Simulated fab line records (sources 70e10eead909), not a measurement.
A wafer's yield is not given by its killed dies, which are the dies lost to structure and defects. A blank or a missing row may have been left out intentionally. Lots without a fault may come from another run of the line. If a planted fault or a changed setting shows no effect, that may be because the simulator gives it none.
Which tool did it? + flow nandHarc + 6 lots, 18 wafers sampled, at 5 steps of a route of 1302

== WHAT THE GAUGES SHOWED, per wafer ==
NHARC_END_SORT_01.
| lot  | measured     | on        | killedAtArray |
|------|--------------|-----------|---------------|
| L129 | day 30 20:13 | prober-02 | 671 669 673   |
| L128 | day 31 05:36 | prober-02 | 666 671 674   |

== TOOL THAT RAN EACH LOT (tool first, then ch and the chambers of the sampled wafers, then the start) ==
| lot  | NHARC_A_CONTACT_DEP_84       | NHARC_THIN_TSV_ETCH_44            | NHARC_THIN_TSV_ETCH_15          | NHARC_THIN_TSV_DEGAS_49     |
|------|------------------------------|-----------------------------------|---------------------------------|-----------------------------|
| L114 | aclDep-01 ch 0, day 23 03:33 | rieDiel-03 ch 0,2, day 24 17:08   | rieSi-02 ch 0,1, day 24 17:44   | pvdSputter-03, day 24 20:11 |
| L119 | aclDep-01 ch 0, day 25 00:57 | rieDiel-03 ch 0,2,3, day 27 00:37 | rieSi-04 ch 0,1,3, day 27 01:12 | pvdSputter-03, day 27 03:07 |
| L122 | aclDep-02 ch 0, day 25 21:32 | rieDiel-13 ch 1,3, day 27 14:11   | rieSi-03 ch 2,3, day 27 14:46   | pvdSputter-02, day 27 16:42 |
| L129 | aclDep-01 ch 0, day 28 14:39 | -                                 | -                               | -                           |
| L128 | aclDep-01 ch 0, day 29 00:10 | -                                 | -                               | -                           |
| L134 | aclDep-02 ch 0, day 30 10:04 | rieDiel-13 ch 0,1,2, day 32 02:53 | rieSi-04 ch 1,2,3, day 32 03:24 | pvdSputter-01, day 32 05:22 |
- NHARC_A_CONTACT_DEP_84: deposits aC, target thk 2800 nm.
- NHARC_THIN_TSV_ETCH_44: etches the open film in CF4/O2, target depth 1594.2 nm, time 797.1 s.
- NHARC_THIN_TSV_ETCH_15: target depth 3000 nm, bosch target overetch cycles 2, bosch etch step 2.8 s.
- NHARC_THIN_TSV_DEGAS_49: time 120 s.

== THE ANSWER, worked out from the rows above alone ==
Rule: the lots themselves supply what counts as usual. The widest of any qualifying gaps counts: lots, ordered by their means at a reading, are off when they make up no more than a third of the lots, leave a main group of 4 or more, and stand apart from it by 3 or more times the standard deviation of that group's means. A main group whose means are all the same, to the digits that the tables above print for the reading, isn't used. A lot without any number at a reading at which 4 lots or more have one is off too. Where the step has rows for the other lots, those lots are counted as sound.
No lot is off at any reading shown: from this, nothing can be told.

== WHAT WAS PUT IN BY THE SIMULATOR ==
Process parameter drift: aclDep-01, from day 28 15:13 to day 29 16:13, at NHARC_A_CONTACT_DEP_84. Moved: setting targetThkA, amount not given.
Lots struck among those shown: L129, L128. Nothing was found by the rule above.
